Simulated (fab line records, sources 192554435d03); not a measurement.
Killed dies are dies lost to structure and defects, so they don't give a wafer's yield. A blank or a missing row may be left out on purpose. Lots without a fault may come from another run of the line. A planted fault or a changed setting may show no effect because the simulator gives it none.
fab line records | flow n5_finfet | part 2 of 2: steps 19 to 28 of 28
record lots=5 wafers=15 last_day=16
route steps=1938 shown BEOL_M8@1369
lots that met no fault: from a run of the same line without faults
start_h: hours from the record's first day to the start of the lot's first wafer shown | wait_h: hours since the lot's step before | " the same as in the row above | L1.1+2: a row that stands for several wafers | - no value, or no start given | * or withheld: withheld | < > ~ a bound
route shown NAME@n: a module of which the file shows steps, and the number in the route of the first | usual: mean/standard deviation of fault-free wafers | same: alike in all rows | chamber/n: place in a boat | sites: the reading at each site | _std_site: their standard deviation | _edge_site: outer sites' mean less inner sites' | radius_mm: how far each site lies from the wafer's centre | mask NAME#n: copy n | behind: the tool/chamber that last shaped the wafer | hold: why the lot was held/for how many hours/how that ended | device: the transistor (n, p or np) that didn't switch | end of line: the same wafers' tests at the end of the route | a step without rows: its recipe alone | killed: dies lost to structure and defects at the first sort, not the wafer's yield | map: a wafer's dies, x killed, . not, _ none there
set.NAME: the setting as run; set.NAME@STEP: as run at that earlier step | model.NAME: the simulator's own value behind a step, which no gauge read
lots at some steps of the route; a table a step, a row a wafer
services: from which hour (start_h, from the record's first day; less than 0 if before it) a tool's chamber was out of use, for how many hours, and why
## steps
# step N5_BEOL_M8_DEGAS_44
# recipe ambient=vacuum temp_c=250 time_s=60
# usual heater_power_w=322/27
# columns lot.wafer tool chamber start_h wait_h heater_power_w
L077.3 pvd_sputter-03 - 208.63 0.7 332
L077.4 " - " " 330
L077.6 " - " " 285
L080.2 pvd_sputter-01 - 221.15 0.5 324
L080.4 " - " " 358
L080.6 " - " " 368
L088.2 pvd_sputter-02 - 288.04 0.3 288
L088.4 " - " " 354
L088.5 " - " " 309
L093.1 pvd_sputter-02 - 314.57 0.3 333
L093.2 " - " " 290
L093.4 " - " " 307
L094.2 pvd_sputter-03 - 317.58 0.7 308
L094.4 " - " " 287
L094.6 " - " " 323
# step N5_BEOL_M8_PRE_CLEAN_45
# recipe gas=H2/He time_s=30 temp_c=250
# usual heater_power_w=323/28
# columns lot.wafer tool chamber start_h wait_h heater_power_w
L077.3 pvd_sputter-03 - 208.67 0.0 324
L077.4 " - " " 327
L077.6 " - " " 289
L080.2 pvd_sputter-01 - 221.19 0.0 317
L080.4 " - " " 366
L080.6 " - " " 368
L088.2 pvd_sputter-02 - 288.08 0.0 286
L088.4 " - " " 353
L088.5 " - " " 311
L093.1 pvd_sputter-02 - 314.61 0.0 325
L093.2 " - " " 288
L093.4 " - " " 316
L094.2 pvd_sputter-03 - 317.62 0.0 311
L094.4 " - " " 278
L094.6 " - " " 322
# step N5_BEOL_M8_ALD_77
# recipe material=TaN target_thk_a=20 temp_c=275 ald_precursor_family=PDMAT ald_co_reactant=NH3 pressure_torr=3 carrier_flow_sccm=1500 pulse_time_s=2 purge_time_s=3 co_reactant_purge_time_s=2 co_reactant_pulse_time_s=3 ald_cycles=40 precursor_vessel_temp_c=75 precursor_vessel_pressure_torr=26.25 precursor_vessel_carrier_sccm=1000
# usual heater_power_w=437/24
# columns lot.wafer tool chamber start_h wait_h heater_power_w
L077.3 ald_metal-02 1 208.75 0.1 442
L077.4 " 2 " " 436
L077.6 " 2 " " 436
L080.2 ald_metal-01 2 221.27 0.1 445
L080.4 " 3 " " 430
L080.6 " 0 " " 477
L088.2 ald_metal-04 2 288.14 0.0 449
L088.4 " 2 " " 460
L088.5 " 0 " " 405
L093.1 ald_metal-02 2 314.90 0.3 445
L093.2 " 0 " " 438
L093.4 " 1 " " 438
L094.2 ald_metal-02 2 317.91 0.3 433
L094.4 " 3 " " 409
L094.6 " 3 " " 405
# step N5_BEOL_M8_SURFACE_TREAT_79
# recipe gas=Ar time_s=* ion_energy_ev=* ion_current_ma_cm2=0.5 pressure_mtorr=* ar_flow_sccm=30
# usual pressure_mtorr=* throttle_valve_pct=*
# columns lot.wafer tool chamber start_h wait_h pressure_mtorr throttle_valve_pct
L077.3 pvd_sputter-03 - 209.13 0.2 * *
L077.4 " - " " * *
L077.6 " - " " * *
L080.2 pvd_sputter-01 - 221.61 0.2 * *
L080.4 " - " " * *
L080.6 " - " " * *
L088.2 pvd_sputter-02 - 288.48 0.2 * *
L088.4 " - " " * *
L088.5 " - " " * *
L093.1 pvd_sputter-02 - 315.19 0.2 * *
L093.2 " - " " * *
L093.4 " - " " * *
L094.2 pvd_sputter-02 - 320.52 2.5 * *
L094.4 " - " " * *
L094.6 " - " " * *
# step N5_BEOL_M8_CVD_78
# recipe material=Co target_thk_a=20 temp_c=withheld precursor=CCTBA/H2 pressure_torr=30 time_s=142.3
# columns lot.wafer tool chamber start_h wait_h
L077.3+4+6 cvd_co-01 2,0,1 209.21 0.1
L080.2+4+6 cvd_co-01 0,2,1 221.72 0.1
L088.2+4+5 cvd_co-02 2,2,1 288.62 0.1
L093.1+2+4 cvd_co-02 0,1,2 315.30 0.1
L094.2+4+6 cvd_co-01 2,0,1 320.81 0.3
# step N5_BEOL_M8_SPUTTER_48
# recipe material=Cu target_thk_a=100 temp_c=-20 bias_v=60 power_w=26000 chamber_pressure_pa=0.13 time_s=1.667
# usual chuck_gas_flow_sccm=1.26/0.056 throttle_valve_pct=30.2/0.99
# columns lot.wafer tool chamber start_h wait_h chuck_gas_flow_sccm throttle_valve_pct
L077.3 pvd_sputter-03 - 209.39 0.1 1.32 29.4
L077.4 " - " " 1.30 30.1
L077.6 " - " " 1.21 29.7
L080.2 pvd_sputter-01 - 221.87 0.1 1.25 28.8
L080.4 " - " " 1.26 31.0
L080.6 " - " " 1.18 31.1
L088.2 pvd_sputter-02 - 288.88 0.2 1.31 30.8
L088.4 " - " " 1.30 30.3
L088.5 " - " " 1.20 31.7
L093.1 pvd_sputter-01 - 315.42 0.1 1.20 29.1
L093.2 " - " " 1.31 29.3
L093.4 " - " " 1.26 31.1
L094.2 pvd_sputter-01 - 321.27 0.4 1.26 29.1
L094.4 " - " " 1.33 31.5
L094.6 " - " " 1.32 29.2
# step N5_BEOL_M8_ECD_50
# recipe material=Cu target_thk_a=3000
# columns lot.wafer tool chamber start_h wait_h
L077.3+4+6 ecd_cu-02 1,0,0 209.53 0.1
L080.2+4+6 ecd_cu-02 1,0,1 221.98 0.1
L088.2+4+5 ecd_cu-02 1,1,0 289.00 0.1
L093.1+2+4 ecd_cu-02 0,1,1 315.54 0.1
L094.2+4+6 ecd_cu-02 0 321.38 0.1
# step N5_BEOL_M8_ANNEAL_51
# recipe temp_c=225 time_s=90 ambient=N2
# usual wafer_temp_C_max=225.9/0.36
# columns lot.wafer tool chamber start_h wait_h wafer_temp_C_max
L077.3 rtp_anneal-02 0 209.69 0.1 226.4
L077.4 " 0 " " 226.3
L077.6 " 0 " " 226.0
L080.2 rtp_anneal-02 0 222.12 0.1 225.9
L080.4 " 0 " " 226.5
L080.6 " 0 " " 225.6
L088.2 rtp_anneal-01 0 289.14 0.1 225.7
L088.4 " 0 " " 225.8
L088.5 " 0 " " 225.8
L093.1 rtp_anneal-02 0 315.84 0.3 226.2
L093.2 " 0 " " 226.1
L093.4 " 0 " " 226.2
L094.2 rtp_anneal-02 0 321.52 0.1 226.0
L094.4 " 0 " " 226.1
L094.6 " 0 " " 226.4
# step N5_BEOL_M8_CMP_52
# recipe stop_on=SiCOH_lowk t_overpolish_s=6.9 down_force_psi=1 platen_rpm=50 clearing_platen_down_force_psi=1.5 clearing_platen_rpm=50 post_cmp_clean=cu_alkaline target_thk_nm=80 clearing_platen_pad_velocity_m_s=0.99484 pad_velocity_m_s=0.99484
# usual barrier_field_endpoint_s=29.4/1 motor_current_A=6.2/0.42 overpolish_run_s=6.901/0.0094 slurry_flow_ml_min=150.0/0.48 time_to_endpoint_s=64/4.7
# columns lot.wafer tool chamber start_h wait_h barrier_field_endpoint_s motor_current_A overpolish_run_s slurry_flow_ml_min time_to_endpoint_s
L077.4 cmp-02 1 209.91 0.1 30.9 6.6 6.909 150.0 70
L077.3 " 0 " " 28.5 6.2 6.895 149.5 60
L077.6 " 2 " " 30.0 6.0 6.899 150.3 67
L080.4 cmp-01 1 222.38 0.1 29.9 7.1 6.900 149.9 66
L080.2 " 0 " " 27.8 6.1 6.897 149.4 61
L080.6 " 2 " " 29.8 5.0 6.910 150.6 64
L088.4 cmp-02 0 289.43 0.2 29.6 6.2 6.901 149.7 62
L088.2 " 2 " " 30.1 6.1 6.907 149.5 65
L088.5 " 0 " " 29.4 5.8 6.896 149.6 62
L093.4 cmp-02 3 316.17 0.2 29.6 5.7 6.899 150.3 63
L093.1 " 0 " " 29.5 5.9 6.902 149.7 63
L093.2 " 1 " " 31.8 6.5 6.889 149.9 74
L094.4 cmp-04 0 321.77 0.1 29.2 5.9 6.916 149.7 63
L094.2 " 3 " " 28.5 5.9 6.905 149.8 60
L094.6 " 0 " " 29.3 5.9 6.898 149.9 63
# step N5_BEOL_M8_THK_MEAS_53
# recipe thk_meas_gauge=xrf reads=Cu_of_BEOL_M8_ECD_50
# usual M8_THK=80.7/2.7
# columns lot.wafer tool chamber start_h wait_h M8_THK[nm]
L077.3 film_metro-01 - 210.21 - 75.0
L077.4 " - " " 83.3
L077.6 " - " " 82.0
L080.2 film_metro-01 - 222.67 - 78.9
L080.4 " - " " 85.7
L080.6 " - " " 84.6
L088.2 film_metro-01 - 289.68 - 85.6
L088.4 " - " " 77.5
L088.5 " - " " 82.1
L093.1 film_metro-01 - 316.43 - 79.3
L093.2 " - " " 80.7
L093.4 " - " " 80.4
L094.2 film_metro-01 - 322.07 - 82.1
L094.4 " - " " 82.1
L094.6 " - " " 81.0
## services
# columns tool chamber start_h hours kind
ald_metal-02 0 184.69 15.6 repair
uv_cure-03 - 190.66 8.8 repair
cmp-02 - 197.12 0.2 repair
cmp-04 - 205.68 3.3 repair
ald_metal-01 1 206.53 35.8 repair
uv_cure-02 - 209.39 2.8 pm
uv_cure-01 - 211.51 7.5 pm
ecd_cu-02 - 215.58 2.2 repair
cmp-01 - 229.82 3.5 repair
cmp-02 - 230.18 2.6 repair
rie_diel-04 - 240.99 2.6 repair
uv_cure-01 - 245.37 5.4 repair
rie_diel-05 1 254.24 8.0 repair
cvd_co-02 - 257.77 2.8 pm
rie_diel-01 0 269.87 1.4 repair
ecd_cu-02 - 272.62 4.4 pm
cmp-02 - 277.69 4.0 pm
rie_diel-05 - 282.41 10.9 repair
cmp-02 - 286.86 1.4 repair
cvd_co-02 0 288.99 4.1 repair
uv_cure-01 - 294.39 2.1 pm
rie_diel-05 2 299.44 23.6 repair
rie_diel-05 1 319.97 6.9 repair
rie_diel-04 2 320.59 4.6 repair
